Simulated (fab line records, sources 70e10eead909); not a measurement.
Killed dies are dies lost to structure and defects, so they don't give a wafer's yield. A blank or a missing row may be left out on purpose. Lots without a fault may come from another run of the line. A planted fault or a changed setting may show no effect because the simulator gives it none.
fab line records | flow nand_harc
record lots=24 wafers=72 last_day=25
route steps=1159 shown P_BONDPAD@370 A_ZERO_WELL@404 A_SOURCE_PLATE@416 A_STAIRCASE@531
lots that met no fault: from a run of the same line without faults
start_h: hours from the record's first day to the start of the lot's first wafer shown | wait_h: hours since the lot's step before | " the same as in the row above | L1.1+2: a row that stands for several wafers | - no value, or no start given | * or withheld: withheld | < > ~ a bound
route shown NAME@n: a module of which the file shows steps, and the number in the route of the first | usual: mean/standard deviation of fault-free wafers | same: alike in all rows | chamber/n: place in a boat | sites: the reading at each site | _std_site: their standard deviation | _edge_site: outer sites' mean less inner sites' | radius_mm: how far each site lies from the wafer's centre | mask NAME#n: copy n | behind: the tool/chamber that last shaped the wafer | hold: why the lot was held/for how many hours/how that ended | device: the transistor (n, p or np) that didn't switch | end of line: the same wafers' tests at the end of the route | a step without rows: its recipe alone | killed: dies lost to structure and defects at the first sort, not the wafer's yield | map: a wafer's dies, x killed, . not, _ none there
set.NAME: the setting as run; set.NAME@STEP: as run at that earlier step | model.NAME: the simulator's own value behind a step, which no gauge read
steps of the route over a sample of lots; a table a step, a row a wafer
services: from which hour (start_h, from the record's first day; less than 0 if before it) a tool's chamber was out of use, for how many hours, and why
## steps
# step NHARC_P_BONDPAD_CD_MEAS_13
# usual cd_nm=501.0/2.9
# columns lot.wafer tool chamber start_h wait_h cd_nm
L074.1 cd_sem-03 - 121.15 - 495.9
L074.3 " - " " 500.0
L074.6 " - " " 502.5
L075.2 cd_sem-02 - 140.03 - 500.5
L075.3 " - " " 499.4
L075.5 " - " " 497.2
L077.3 cd_sem-02 - 143.32 - 503.9
L077.4 " - " " 496.8
L077.6 " - " " 499.7
L076.2 cd_sem-01 - 143.99 - 498.7
L076.4 " - " " 499.6
L076.6 " - " " 502.8
L079.2 cd_sem-03 - 154.09 - 499.5
L079.3 " - " " 504.8
L079.4 " - " " 498.6
L078.2 cd_sem-01 - 154.41 - 498.3
L078.4 " - " " 498.4
L078.5 " - " " 500.0
L080.2 cd_sem-02 - 167.26 - 501.9
L080.3 " - " " 503.1
L080.5 " - " " 498.6
L081.1 cd_sem-02 - 169.40 - 503.3
L081.3 " - " " 499.0
L081.5 " - " " 500.8
L082.1 cd_sem-02 - 179.94 - 495.9
L082.3 " - " " 502.3
L082.5 " - " " 501.6
L084.3 cd_sem-02 - 194.32 - 500.7
L084.4 " - " " 502.7
L084.6 " - " " 501.2
L083.1 cd_sem-01 - 195.07 - 497.0
L083.3 " - " " 505.9
L083.6 " - " " 503.4
L085.1 cd_sem-03 - 209.93 - 497.0
L085.2 " - " " 502.0
L085.4 " - " " 504.3
L087.2 cd_sem-03 - 215.94 - 506.9
L087.3 " - " " 497.4
L087.5 " - " " 499.6
L086.1 cd_sem-03 - 217.17 - 498.3
L086.3 " - " " 503.0
L086.6 " - " " 500.7
L088.2 cd_sem-03 - 219.42 - 497.8
L088.4 " - " " 499.3
L088.5 " - " " 501.3
L089.1 cd_sem-02 - 231.55 - 502.5
L089.3 " - " " 501.5
L089.6 " - " " 497.6
L090.2 cd_sem-01 - 233.20 - 498.6
L090.5 " - " " 504.7
L090.6 " - " " 494.7
L091.1 cd_sem-02 - 235.20 - 500.3
L091.3 " - " " 498.9
L091.6 " - " " 500.6
L092.1 cd_sem-01 - 235.96 - 499.2
L092.3 " - " " 498.1
L092.4 " - " " 500.2
L093.1 cd_sem-02 - 246.63 - 501.9
L093.5 " - " " 506.5
L093.6 " - " " 500.8
L095.1 cd_sem-02 - 247.37 - 499.3
L095.3 " - " " 506.2
L095.4 " - " " 498.4
L094.1 cd_sem-01 - 247.96 - 503.9
L094.2 " - " " 498.1
L094.4 " - " " 496.9
L096.2 cd_sem-03 - 259.58 - 501.1
L096.5 " - " " 506.4
L096.6 " - " " 500.4
L097.2 cd_sem-03 - 262.36 - 496.0
L097.4 " - " " 504.6
L097.5 " - " " 504.1
# step NHARC_P_BONDPAD_ETCH_24
# recipe target_depth_a=300 over_etch_frac=0.3 time_s=72.99 ion_energy_ev=150 cf4_flow_sccm=50 n2_flow_sccm=100 ar_flow_sccm=150 rf_w=300 bias_w=100 chemistry=CF4/N2
# usual drypump_motor_current_A=5.7/0.41 oes_product_au=1.001/0.016 rf_vpp_V=313.6/2 showerhead_plenum_p_Torr=2.59/0.11 throttle_valve_pct=19.795/0.0098
# columns lot.wafer tool chamber start_h wait_h drypump_motor_current_A oes_product_au rf_hours_counter_h rf_vpp_V showerhead_plenum_p_Torr throttle_valve_pct
L074.1 rie_diel-01 2 - - 6.3 1.022 53 312.2 2.47 19.796
L074.3 " 3 " " 5.7 0.991 54 315.3 2.75 19.784
L074.6 " 2 " " 6.3 1.023 - 311.7 2.47 19.803
L075.2 rie_diel-03 2 - - 5.8 1.005 8 311.7 2.52 19.795
L075.3 " 0 " " 6.1 1.017 9 313.4 2.55 19.795
L075.5 " 2 " " 5.9 0.997 - 312.7 2.52 19.784
L077.3 rie_diel-03 1 - - 5.7 1.029 9 311.0 2.47 19.787
L077.4 " 0 " " 6.1 1.014 10 312.5 2.55 19.799
L077.6 " 1 " " 5.7 1.029 - 312.0 2.47 19.807
L076.4 rie_diel-03 0 - - 6.1 1.005 10 313.5 2.55 19.806
L076.2 " 3 " " 4.9 0.967 9 314.4 2.64 19.805
L076.6 " 1 " " 5.7 1.030 - 311.8 2.47 19.772
L079.3 rie_diel-09 2 - - 5.8 0.999 21 318.6 2.83 19.810
L079.4 " 3 " " 5.1 1.017 17 316.6 2.78 19.797
L079.2 " 0 " " 5.9 1.011 20 316.0 2.71 19.781
L078.4 rie_diel-03 0 - - 6.2 1.001 11 312.5 2.55 19.785
L078.2 " 2 " " 5.8 1.004 9 312.3 2.52 19.793
L078.5 " 0 " " 6.2 1.016 - 313.0 2.55 19.802
L080.3 rie_diel-03 2 - - 5.8 0.998 10 313.0 2.52 19.793
L080.2 " 3 " " 4.9 0.978 11 314.6 2.64 19.796
L080.5 " 1 " " 5.7 1.020 - 309.8 2.47 19.796
L081.1 rie_diel-09 1 - - 5.7 0.996 25 314.8 2.67 19.799
L081.3 " 0 " " 6.0 0.997 25 316.6 2.71 19.803
L081.5 " 2 " " 5.7 0.986 - 318.5 2.83 19.794
L082.3 rie_diel-03 0 - - 6.1 1.016 12 313.0 2.55 19.784
L082.1 " 2 " " 5.8 0.996 11 312.2 2.52 19.790
L082.5 " 3 " " 4.9 0.972 - 316.1 2.64 19.787
L084.3 rie_diel-01 1 - - 5.8 0.984 20 317.6 2.71 19.796
L084.4 " 3 " " 5.6 0.971 20 316.0 2.73 19.784
L084.6 " 1 " " 5.7 0.983 - 316.4 2.71 19.784
L083.3 rie_diel-03 1 - - 5.7 1.021 13 311.0 2.47 19.780
L083.1 " 2 " " 5.9 1.008 12 311.4 2.52 19.794
L083.6 " 2 " " 5.8 1.016 - 313.2 2.52 19.801
L085.2 rie_diel-01 1 - - 5.8 0.994 25 315.5 2.71 19.778
L085.1 " 3 " " 5.7 0.983 27 315.0 2.73 19.786
L085.4 " 0 " " 5.2 1.008 27 317.4 2.74 19.783
L087.2 rie_diel-01 0 - - 5.2 1.010 29 317.6 2.74 19.809
L087.3 " 1 " " 5.8 0.983 28 315.3 2.71 19.791
L087.5 " 1 " " 5.7 0.990 - 315.5 2.71 19.783
L086.1 rie_diel-01 2 - - 6.3 1.003 29 311.2 2.46 19.798
L086.3 " 3 " " 5.7 0.986 30 314.8 2.73 19.812
L086.6 " 2 " " 6.2 1.012 - 311.6 2.46 19.809
L088.2 rie_diel-01 0 - - 5.2 1.006 31 315.5 2.74 19.796
L088.4 " 2 " " 6.2 0.999 29 311.3 2.46 19.808
L088.5 " 0 " " 5.2 1.005 - 315.3 2.74 19.793
L089.1 rie_diel-03 3 - - 4.9 0.993 1 314.4 2.64 19.789
L089.3 " 0 " " 6.1 0.992 2 313.2 2.55 19.781
L089.6 " 0 " " 6.1 0.999 - 313.3 2.55 19.776
L090.2 rie_diel-03 1 - - 5.7 1.015 2 312.4 2.47 19.801
L090.6 " 0 " " 6.1 0.998 - 313.9 2.55 19.787
L090.5 " 1 " " 5.7 1.022 - 311.1 2.47 19.798
L091.1 rie_diel-03 1 - - 5.7 1.011 2 311.7 2.47 19.786
L091.3 " 2 " " 5.8 1.012 2 312.1 2.51 19.820
L091.6 " 1 " " 5.7 1.017 - 311.5 2.47 19.796
L092.1 rie_diel-03 0 - - 6.1 1.002 2 313.2 2.55 19.804
L092.3 " 2 " " 5.9 1.013 2 312.1 2.51 19.797
L092.4 " 3 " " 4.9 0.980 2 315.4 2.64 19.802
L093.1 rie_diel-03 0 - - 6.2 0.995 4 312.8 2.55 19.798
L093.6 " 2 " " 5.8 0.997 - 311.9 2.51 19.799
L093.5 " 3 " " 4.9 0.989 - 314.8 2.64 19.808
L095.3 rie_diel-03 0 - - 6.1 1.000 4 313.5 2.55 19.798
L095.1 " 1 " " 5.7 1.025 3 310.3 2.47 19.782
L095.4 " 2 " " 5.8 1.006 3 312.4 2.51 19.786
L094.4 rie_diel-03 1 - - 5.7 1.022 4 310.7 2.47 19.794
L094.1 " 2 " " 5.8 1.006 3 313.7 2.51 19.777
L094.2 " 0 " " 6.2 1.008 4 313.1 2.55 19.788
L096.2 rie_diel-01 0 - - 5.2 1.000 46 316.1 2.73 19.813
L096.6 " 3 " " 5.6 0.963 - 314.7 2.72 19.794
L096.5 " 0 " " 5.2 0.995 - 316.6 2.73 19.798
L097.2 rie_diel-03 1 - - 5.7 1.020 5 311.0 2.47 19.788
L097.4 " 2 " " 5.8 1.018 4 311.9 2.51 19.783
L097.5 " 0 " " 6.1 0.999 - 310.6 2.55 19.799
# step NHARC_P_BONDPAD_PRE_CLEAN_26
# recipe time_s=30 temp_c=280 gas=H2/He
# usual heater_power_w=405/31
# columns lot.wafer tool chamber start_h wait_h heater_power_w
L074.3 pvd_sputter-01 - - - 406
L074.1 " - " " 360
L074.6 " - " " 365
L075.2 pvd_sputter-01 - - - 363
L075.3 " - " " 352
L075.5 " - " " 415
L077.4 pvd_sputter-03 - - - 470
L077.3 " - " " 390
L077.6 " - " " 380
L076.2 pvd_sputter-01 - - - 354
L076.4 " - " " 359
L076.6 " - " " 403
L079.3 pvd_sputter-02 - - - 422
L079.2 " - " " 383
L079.4 " - " " 436
L078.2 pvd_sputter-01 - - - 355
L078.4 " - " " 393
L078.5 " - " " 414
L080.3 pvd_sputter-02 - - - 416
L080.2 " - " " 376
L080.5 " - " " 421
L081.1 pvd_sputter-03 - - - 398
L081.3 " - " " 465
L081.5 " - " " 394
L082.1 pvd_sputter-03 - - - 397
L082.3 " - " " 396
L082.5 " - " " 460
L084.3 pvd_sputter-02 - - - 420
L084.4 " - " " 422
L084.6 " - " " 420
L083.1 pvd_sputter-02 - - - 411
L083.3 " - " " 418
L083.6 " - " " 400
L085.2 pvd_sputter-03 - - - 401
L085.1 " - " " 478
L085.4 " - " " 393
L087.2 pvd_sputter-01 - - - 395
L087.3 " - " " 380
L087.5 " - " " 386
L086.3 pvd_sputter-03 - - - 395
L086.1 " - " " 468
L086.6 " - " " 458
L088.2 pvd_sputter-03 - - - 466
L088.4 " - " " 404
L088.5 " - " " 404
L089.1 pvd_sputter-01 - - - 355
L089.3 " - " " 392
L089.6 " - " " 400
L090.2 pvd_sputter-02 - - - 388
L090.5 " - " " 405
L090.6 " - " " 410
L091.3 pvd_sputter-02 - - - 418
L091.1 " - " " 415
L091.6 " - " " 388
L092.4 pvd_sputter-01 - - - 359
L092.1 " - " " 388
L092.3 " - " " 400
L093.1 pvd_sputter-02 - - - 390
L093.6 " - " " 410
L093.5 " - " " 410
L095.4 pvd_sputter-02 - - - 397
L095.3 " - " " 405
L095.1 " - " " 407
L094.1 pvd_sputter-01 - - - 393
L094.2 " - " " 400
L094.4 " - " " 380
L096.2 pvd_sputter-03 - - - 393
L096.6 " - " " 470
L096.5 " - " " 387
L097.4 pvd_sputter-02 - - - 409
L097.2 " - " " 415
L097.5 " - " " 389
# step NHARC_A_ZERO_WELL_ETCH_19
# recipe target_depth_a=800 overetch_a=240 time_s=87.88 ion_energy_ev=200 n2_flow_sccm=150 h2_flow_sccm=150 ar_flow_sccm=0 rf_w=400 bias_w=150 chemistry=N2/H2
# usual drypump_motor_current_A=5.6/0.43 oes_product_au=1.005/0.012 rf_vpp_V=431.6/2.3 showerhead_plenum_p_Torr=2.08/0.081 throttle_valve_pct=14.172/0.0086
# columns lot.wafer tool chamber start_h wait_h drypump_motor_current_A oes_product_au rf_hours_counter_h rf_vpp_V showerhead_plenum_p_Torr throttle_valve_pct
L074.1 rie_diel-02 1 124.93 0.1 5.8 1.026 11 433.2 2.09 14.158
L074.3 " 2 " " 5.6 1.003 11 432.9 2.15 14.179
L074.6 " 1 " " 5.8 1.020 - 432.3 2.09 14.164
L075.2 rie_diel-02 3 143.82 0.1 4.8 0.996 12 433.8 2.15 14.168
L075.3 " 1 " " 5.7 1.026 13 431.5 2.09 14.171
L075.5 " 0 " " 5.5 1.020 - 431.8 2.09 14.175
L077.3 rie_diel-13 3 147.11 0.1 5.9 0.989 1 432.6 2.09 14.176
L077.4 " 1 " " 5.8 1.004 0 433.0 2.13 14.170
L077.6 " 0 " " 6.0 0.997 - 425.6 1.91 14.168
L076.4 rie_diel-08 1 147.84 0.1 6.2 1.007 1 429.3 2.02 14.180
L076.2 " 2 " " 5.2 1.014 1 426.3 1.93 14.168
L076.6 " 0 " " 6.4 1.009 - 433.1 2.15 14.166
L079.2 rie_diel-08 0 157.89 0.1 6.4 1.016 2 433.8 2.15 14.175
L079.4 " 1 " " 6.2 1.013 2 430.6 2.02 14.163
L079.3 " 2 " " 5.2 1.008 2 425.7 1.93 14.165
L078.4 rie_diel-08 1 158.10 0.1 6.2 1.004 2 429.7 2.02 14.175
L078.2 " 2 " " 5.2 1.015 2 427.0 1.93 14.178
L078.5 " 2 " " 5.2 1.014 - 427.4 1.93 14.156
L080.2 rie_diel-02 3 170.99 0.1 4.8 1.032 1 433.5 2.15 14.157
L080.3 " 1 " " 5.8 1.014 1 431.2 2.09 14.185
L080.5 " 3 " " 4.8 1.009 - 433.4 2.15 14.179
L081.3 rie_diel-02 0 173.32 0.1 5.5 1.009 1 431.1 2.09 14.168
L081.1 " 2 " " 5.6 1.011 1 430.9 2.15 14.169
L081.5 " 1 " " 5.7 1.015 - 432.3 2.09 14.175
L082.1 rie_diel-02 2 184.41 0.1 5.6 1.012 2 434.4 2.15 14.176
L082.3 " 3 " " 4.8 1.022 2 434.5 2.15 14.189
L082.5 " 2 " " 5.6 1.014 - 432.7 2.15 14.171
L084.3 rie_diel-02 2 198.15 0.1 5.6 1.008 2 432.8 2.15 14.167
L084.4 " 1 " " 5.7 1.022 2 431.8 2.09 14.158
L084.6 " 2 " " 5.6 1.006 - 432.2 2.15 14.191
L083.3 rie_diel-13 1 198.74 0.1 5.8 1.004 3 432.8 2.13 14.160
L083.1 " 2 " " 6.0 0.999 4 426.7 1.90 14.170
L083.6 " 0 " " 6.0 1.000 - 426.0 1.90 14.176
L085.4 rie_diel-02 2 213.63 0.1 5.6 1.002 4 434.0 2.15 14.181
L085.1 " 0 " " 5.5 0.995 3 432.6 2.09 14.186
L085.2 " 1 " " 5.7 1.011 3 431.3 2.09 14.174
L087.2 rie_diel-02 2 219.82 0.1 5.6 1.010 4 434.4 2.15 14.175
L087.3 " 1 " " 5.7 0.995 3 431.2 2.09 14.164
L087.5 " 3 " " 4.8 1.008 - 433.3 2.15 14.174
L086.1 rie_diel-02 0 221.14 0.1 5.5 1.000 3 430.8 2.09 14.159
L086.3 " 2 " " 5.6 1.004 4 432.6 2.15 14.165
L086.6 " 0 " " 5.5 1.002 - 432.6 2.09 14.164
L088.2 rie_diel-02 0 223.36 0.1 5.5 1.005 3 431.6 2.09 14.158
L088.4 " 1 " " 5.7 1.009 4 432.5 2.09 14.167
L088.5 " 2 " " 5.6 1.014 - 432.2 2.15 14.178
L089.3 rie_diel-02 3 235.37 0.1 4.8 1.019 5 432.6 2.15 14.181
L089.1 " 0 " " 5.5 0.993 4 430.5 2.09 14.170
L089.6 " 2 " " 5.6 1.025 - 433.8 2.15 14.169
L090.2 rie_diel-13 3 237.07 0.1 5.9 0.989 7 431.5 2.09 14.173
L090.5 " 3 " " 5.9 0.988 - 432.5 2.09 14.176
L090.6 " 1 " " 5.8 1.020 - 432.7 2.13 14.165
L091.1 rie_diel-02 3 239.14 0.2 4.8 1.015 5 433.6 2.15 14.171
L091.3 " 0 " " 5.5 0.999 5 433.2 2.09 14.185
L091.6 " 0 " " 5.5 0.997 - 433.3 2.09 14.163
L092.3 rie_diel-08 3 240.02 0.1 5.4 0.985 12 428.9 1.96 14.171
L092.1 " 0 " " 6.4 1.001 12 434.4 2.14 14.179
L092.4 " 3 " " 5.4 0.994 - 427.4 1.96 14.177
L093.1 rie_diel-13 3 250.66 0.1 5.9 0.977 8 432.6 2.09 14.179
L093.5 " 3 " " 6.0 0.976 - 431.8 2.09 14.173
L093.6 " 1 " " 5.8 0.997 - 433.2 2.13 14.170
L095.3 rie_diel-13 1 251.32 0.1 5.8 1.012 6 432.6 2.13 14.172
L095.1 " 3 " " 5.9 0.974 8 431.7 2.09 14.172
L095.4 " 1 " " 5.8 1.006 - 432.0 2.13 14.165
L094.1 rie_diel-02 3 252.14 0.1 4.8 1.008 8 434.3 2.15 14.172
L094.2 " 0 " " 5.5 0.999 7 431.9 2.09 14.168
L094.4 " 3 " " 4.8 0.989 - 433.9 2.15 14.189
L096.2 rie_diel-13 3 263.54 0.1 5.9 0.969 10 431.8 2.09 14.160
L096.5 " 2 " " 6.0 1.008 - 426.3 1.89 14.166
L096.6 " 1 " " 5.8 0.991 - 433.9 2.13 14.177
L097.2 rie_diel-02 2 266.26 0.1 5.6 1.008 9 432.8 2.14 14.165
L097.4 " 3 " " 4.8 0.995 9 432.6 2.15 14.164
L097.5 " 0 " " 5.5 0.997 - 432.0 2.09 14.175
# step NHARC_A_SOURCE_PLATE_THK_MEAS_09
# recipe thk_meas_gauge=ellipsometry
# usual thk_nm=9.9/1
# columns lot.wafer tool chamber start_h wait_h thk_nm
L074.1 film_metro-01 - 130.80 0.4 10.3
L074.3 " - " " 9.2
L074.6 " - " " 9.9
L075.2 film_metro-02 - 152.55 0.4 10.0
L075.3 " - " " 10.3
L075.5 " - " " 9.9
L077.3 film_metro-02 - 156.15 0.4 10.4
L077.4 " - " " 11.1
L077.6 " - " " 9.9
L076.2 film_metro-01 - 156.15 0.4 9.2
L076.4 " - " " 9.2
L076.6 " - " " 10.3
L079.2 film_metro-01 - 167.07 0.4 9.6
L079.3 " - " " 9.5
L079.4 " - " " 8.5
L078.2 film_metro-02 - 167.07 0.4 7.1
L078.4 " - " " 10.1
L078.5 " - " " 9.8
L080.2 film_metro-01 - 179.58 0.4 12.5
L080.3 " - " " 9.5
L080.5 " - " " 9.3
L081.1 film_metro-01 - 179.60 0.4 8.2
L081.3 " - " " 8.7
L081.5 " - " " 10.7
L082.1 film_metro-02 - 193.00 0.4 9.3
L082.3 " - " " 10.0
L082.5 " - " " 10.4
L083.1 film_metro-01 - 208.06 0.4 10.2
L083.3 " - " " 10.4
L083.6 " - " " 9.6
L084.3 film_metro-02 - 208.06 0.4 10.2
L084.4 " - " " 9.9
L084.6 " - " " 12.0
L085.1 film_metro-02 - 222.34 0.4 9.5
L085.2 " - " " 9.2
L085.4 " - " " 10.8
L086.1 film_metro-02 - 229.02 0.4 10.5
L086.3 " - " " 9.2
L086.6 " - " " 9.8
L087.2 film_metro-01 - 229.02 0.4 10.5
L087.3 " - " " 9.0
L087.5 " - " " 10.1
L088.2 film_metro-01 - 229.02 0.4 11.3
L088.4 " - " " 10.6
L088.5 " - " " 7.6
L089.1 film_metro-01 - 244.03 0.4 11.1
L089.3 " - " " 9.0
L089.6 " - " " 12.0
L090.2 film_metro-02 - 244.03 0.4 9.2
L090.5 " - " " 9.7
L090.6 " - " " 11.1
L091.1 film_metro-02 - 247.76 0.4 10.1
L091.3 " - " " 10.1
L091.6 " - " " 10.1
L092.1 film_metro-01 - 247.78 0.4 9.8
L092.3 " - " " 9.6
L092.4 " - " " 11.3
L095.1 film_metro-02 - 259.02 0.4 7.3
L095.3 " - " " 9.3
L095.4 " - " " 10.2
L093.1 film_metro-01 - 259.03 0.4 9.3
L093.5 " - " " 10.6
L093.6 " - " " 10.2
L094.1 film_metro-02 - 259.03 0.4 9.5
L094.2 " - " " 12.3
L094.4 " - " " 10.1
L096.2 film_metro-01 - 272.22 0.4 11.5
L096.5 " - " " 11.3
L096.6 " - " " 9.9
L097.2 film_metro-02 - 272.22 0.4 11.9
L097.4 " - " " 9.9
L097.5 " - " " 12.4
# step NHARC_A_STAIRCASE_ETCH_169
# recipe target_depth_a=500 time_s=107.1 ion_energy_ev=120 ch3f_flow_sccm=50 o2_flow_sccm=30 ar_flow_sccm=200 rf_w=500 bias_w=100 chemistry=CH3F/O2
# usual drypump_motor_current_A=5.8/0.46 oes_product_au=0.942/0.019 rf_vpp_V=245.2/1.6 showerhead_plenum_p_Torr=2.52/0.1 throttle_valve_pct=20.663/0.0095
# columns lot.wafer tool chamber start_h wait_h drypump_motor_current_A oes_product_au rf_hours_counter_h rf_vpp_V showerhead_plenum_p_Torr throttle_valve_pct
L074.3 rie_diel-10 1 216.70 0.6 5.7 0.937 12 245.1 2.50 20.672
L074.1 " 3 " " 5.0 0.917 12 247.6 2.66 20.661
L074.6 " 1 " " 5.8 0.936 - 245.0 2.50 20.658
L077.4 rie_diel-09 1 244.32 0.1 5.8 0.913 53 244.4 2.49 20.652
L077.3 " 0 " " 5.9 0.915 57 244.6 2.52 20.672
L077.6 " 2 " " 5.8 0.925 - 248.4 2.64 20.671
L075.2 rie_diel-10 0 244.70 0.1 6.1 0.926 23 243.7 2.44 20.663
L075.3 " 2 " " 6.6 0.971 24 247.5 2.65 20.659
L075.5 " 3 " " 5.0 0.944 - 246.4 2.65 20.662
L076.2 rie_diel-10 2 244.75 0.1 6.6 0.958 24 247.5 2.65 20.672
L076.4 " 1 " " 5.8 0.953 21 244.3 2.50 20.651
L076.6 " 2 " " 6.6 0.962 - 246.0 2.65 20.660
L078.4 rie_diel-01 3 259.89 0.1 5.6 0.921 47 245.8 2.55 20.662
L078.2 " 0 " " 5.2 0.952 46 244.3 2.56 20.674
L078.5 " 2 " " 6.3 0.940 - 242.6 2.30 20.661
L079.3 rie_diel-01 2 260.06 0.1 6.2 0.944 45 241.8 2.30 20.677
L079.2 " 3 " " 5.6 0.932 47 246.4 2.55 20.649
L079.4 " 0 " " 5.2 0.951 46 246.9 2.56 20.677
L080.2 rie_diel-09 1 268.13 0.1 5.8 0.942 1 244.3 2.48 20.678
L080.3 " 3 " " 5.1 0.975 1 244.5 2.59 20.657
L080.5 " 1 " " 5.7 0.942 - 244.5 2.48 20.659
L081.1 rie_diel-09 0 268.29 0.1 6.0 0.927 2 244.4 2.52 20.655
L081.3 " 3 " " 5.1 0.971 1 246.0 2.59 20.675
L081.5 " 1 " " 5.8 0.932 - 244.5 2.48 20.661
L082.3 rie_diel-01 0 284.63 0.1 5.2 0.939 56 245.5 2.56 20.670
L082.1 " 1 " " 5.7 0.929 44 246.5 2.53 20.670
L082.5 " 1 " " 5.8 0.934 - 244.9 2.53 20.652
L083.1 rie_diel-10 1 293.99 0.1 5.8 0.957 41 245.1 2.49 20.653
L083.3 " 2 " " 6.6 0.948 41 248.1 2.64 20.668
L083.6 " 1 " " 5.7 0.962 - 245.7 2.49 20.655
L084.3 rie_diel-10 1 294.26 0.1 5.7 0.958 41 244.5 2.49 20.677
L084.4 " 2 " " 6.6 0.956 41 245.9 2.64 20.677
L084.6 " 0 " " 6.0 0.942 - 244.0 2.43 20.657
L085.4 rie_diel-01 1 310.60 0.1 5.7 0.935 50 246.4 2.53 20.673
L085.1 " 2 " " 6.3 0.924 61 241.4 2.29 20.664
L085.2 " 3 " " 5.6 0.905 63 245.7 2.54 20.651
L088.4 rie_diel-10 1 318.17 0.2 5.8 0.935 49 245.0 2.49 20.657
L088.2 " 3 " " 5.0 0.941 55 247.4 2.64 20.650
L088.5 " 0 " " 6.0 0.940 - 244.7 2.43 20.669
L087.3 rie_diel-09 0 318.35 0.2 5.9 0.926 19 245.2 2.51 20.678
L087.2 " 1 " " 5.7 0.937 20 245.0 2.48 20.660
L087.5 " 1 " " 5.7 0.922 - 244.3 2.48 20.670
L086.1 rie_diel-09 2 322.24 0.1 5.8 0.939 20 246.4 2.63 20.678
L086.3 " 0 " " 5.9 0.918 20 243.9 2.51 20.671
L086.6 " 3 " " 5.1 0.937 - 246.1 2.58 20.672
L092.3 rie_diel-09 0 331.30 0.1 5.9 0.953 25 245.9 2.51 20.654
L092.1 " 1 " " 5.8 0.978 27 243.9 2.47 20.663
L092.4 " 2 " " 5.8 0.958 24 246.6 2.63 20.653
L091.1 rie_diel-01 2 333.80 0.1 6.3 0.972 3 241.5 2.29 20.655
L091.3 " 0 " " 5.2 0.985 3 246.8 2.55 20.653
L091.6 " 3 " " 5.6 0.995 - 245.8 2.54 20.672
L089.1 rie_diel-10 0 333.96 0.1 6.1 0.951 57 243.4 2.42 20.675
L089.3 " 3 " " 5.0 0.961 63 247.8 2.63 20.681
L089.6 " 0 " " 6.0 0.952 - 243.6 2.42 20.670
L090.2 rie_diel-10 1 334.12 0.1 5.7 0.921 57 243.3 2.48 20.662
L090.6 " 1 " " 5.7 0.925 - 244.7 2.48 20.669
L090.5 " 2 " " 6.6 0.911 - 247.4 2.64 20.657
L093.1 rie_diel-10 2 353.60 0.1 6.6 0.911 64 247.2 2.63 20.667
L093.5 " 1 " " 5.8 0.914 - 243.8 2.48 20.664
L093.6 " 2 " " 6.6 0.918 - 245.9 2.63 20.655
L094.1 rie_diel-01 2 353.78 0.1 6.3 0.931 12 242.9 2.28 20.675
L094.4 " 3 " " 5.7 0.968 11 245.1 2.54 20.655
L094.2 " 0 " " 5.2 0.974 11 246.7 2.55 20.677
L095.4 rie_diel-01 2 357.19 0.2 6.2 0.931 13 242.4 2.28 20.654
L095.3 " 3 " " 5.6 0.960 13 247.3 2.54 20.659
L095.1 " 1 " " 5.7 0.913 13 245.5 2.52 20.657
L097.2 rie_diel-01 1 367.11 0.1 5.7 0.940 19 245.3 2.52 20.656
L097.4 " 2 " " 6.3 0.934 20 241.7 2.28 20.669
L097.5 " 1 " " 5.7 0.934 - 245.0 2.52 20.652
L096.2 rie_diel-10 0 375.39 0.1 6.1 0.955 3 244.5 2.42 20.666
L096.5 " 3 " " 5.0 0.951 - 245.7 2.63 20.659
L096.6 " 0 " " 6.1 0.955 - 243.9 2.42 20.656
## services
# columns tool chamber start_h hours kind
rie_diel-01 0 101.68 17.1 repair
rie_diel-01 2 104.68 2.7 repair
rie_diel-10 1 114.19 4.5 repair
rie_diel-10 0 129.54 4.9 repair
rie_diel-01 - 137.80 9.0 pm
rie_diel-02 - 150.70 9.0 pm
rie_diel-02 0 163.29 3.3 repair
rie_diel-10 - 176.66 9.0 pm
rie_diel-03 2 190.01 1.2 repair
rie_diel-02 - 196.04 1.1 repair
pvd_sputter-02 - 214.00 10.0 pm
rie_diel-03 - 215.30 9.0 pm
rie_diel-01 - 217.76 0.4 repair
rie_diel-02 1 231.81 21.0 repair
rie_diel-01 1 242.19 13.4 repair
rie_diel-02 3 274.58 4.6 repair
rie_diel-03 2 275.09 32.2 repair
rie_diel-10 2 283.63 8.9 repair
rie_diel-02 0 292.66 4.6 repair
rie_diel-02 2 296.38 8.7 repair
rie_diel-01 - 316.11 9.0 pm
rie_diel-02 - 327.70 9.0 pm
rie_diel-10 - 353.66 9.0 pm
rie_diel-03 0 371.77 9.1 repair
## key
fault none
